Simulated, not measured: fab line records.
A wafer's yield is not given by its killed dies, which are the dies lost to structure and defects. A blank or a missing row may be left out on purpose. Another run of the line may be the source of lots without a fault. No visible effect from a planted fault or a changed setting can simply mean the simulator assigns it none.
A lot that was struck, set against a sound lot || flow nandHarc || 15 out of 1159 route steps
Sound: wafers L228.1, L228.5, L228.6. Wafers struck: L242.1, L242.2, L242.6. The cause is named last.
Per side, at each step with rows, come the tool, then ch with its chambers, and then its first start. Under that, the readings that differ: sound wafers || struck wafers || difference of the means || sigmas: that difference in standard deviations of wafers without a fault.
alike: a reading whose means differ by less than 2 such deviations, as well as words and numbers matching on both sides. not compared: withheld readings; readings where some wafer has no value; bounds like >300 that might hide an equal value; numbers whose values overlap and for which the record gives no deviation.
Wherever a step has rows on one side only, a row that says differs or no value, or a row with sigmas, the two part there. Numbers that have no deviation but don't overlap get no sigmas and don't part them. Lack of a reading on every wafer of one side parts them only where that side has two or more wafers.

NHARC_A_M0_INSPECT_11:
  sound: defectInspect-02 at day 17 21:05; struck: defectInspect-02 at day 21 11:28
  alike: rawDefectCount
NHARC_A_M0_DESCUM_14: chemistry O2, time 3 s.
  sound on rieDiel-11 ch 1,2,3, day 17 21:11; struck on rieDiel-11 ch 1,2,3, day 21 11:32
  alike: drypumpMotorCurrentA, oesProductAu, rfVppV, showerheadPlenumPTorr, throttleValvePct
  not compared: rfHoursCounterH
then, 2 steps without rows for these wafers: NHARC_A_M0_ETCH_34 (etches the open film in N2/H2, target depth 40 nm, overetch 12 nm, time 43.94 s); NHARC_A_M0_ETCH_15 (etches the open film in C4F8/Ar, target depth 150 nm, overetch 15 nm, time 82.5 s).
NHARC_A_M0_CD_MEAS_16:
  sound: cdSem-03 at day 17 21:27; struck: cdSem-02 at day 21 11:50
  alike: cdNm
then, 3 steps without rows for these wafers: NHARC_A_M0_STRIP_18 (strips in N2/H2); NHARC_A_M0_STRIP_19 (strips in post etch residue remover, time 600 s); NHARC_A_M0_DEGAS_28 (time 60 s).
NHARC_A_M0_PRE_CLEAN_29: time 30 s.
  sound on pvdSputter-01; struck on pvdSputter-03
  alike: heaterPowerW
NHARC_A_M0_PVD_20: deposits TaN, target thk 5 nm, time 8.06 s.
  sound on pvdSputter-01; struck on pvdSputter-03
  alike: substrateTempC, throttleValvePct
NHARC_A_M0_PVD_21: deposits Cu, target thk 30 nm, time 20.49 s.
  sound on pvdSputter-01; struck on pvdSputter-03
  alike: substrateTempC, throttleValvePct
then, 1 step without rows for these wafers: NHARC_A_M0_ECD_22 (material Cu, target thk 400 nm).
NHARC_A_M0_ANNEAL_30: time 90 s.
  sound on rtpAnneal-01 ch 0, day 17 22:52; struck on rtpAnneal-02, day 21 13:11
  no value came back on the struck wafers for annealTempC (C), annealTempCMax, wafer_temp_C_max; on the sound wafers annealTempC (C) reads 224.88 225.11 225.01
NHARC_A_M0_CMP_23: polishes, t overpolish 20 s, target thk 113.75 nm.
  sound on cmp-02 ch 0,1,3, day 17 23:19; struck on cmp-03 ch 1,2, day 21 13:33
  alike: motorCurrentA, slurryFlowMlMin, timeToEndpointS
NHARC_END_SORT_01:
  the record has rows for the sound wafers here (prober-02 ch 0, day 20 03:31) and none for the struck ones

== WHERE THEY PART ==
Last at NHARC_END_SORT_01 as far as this record goes, first at NHARC_A_M0_ANNEAL_30.

WHY: whatever the simulator had introduced
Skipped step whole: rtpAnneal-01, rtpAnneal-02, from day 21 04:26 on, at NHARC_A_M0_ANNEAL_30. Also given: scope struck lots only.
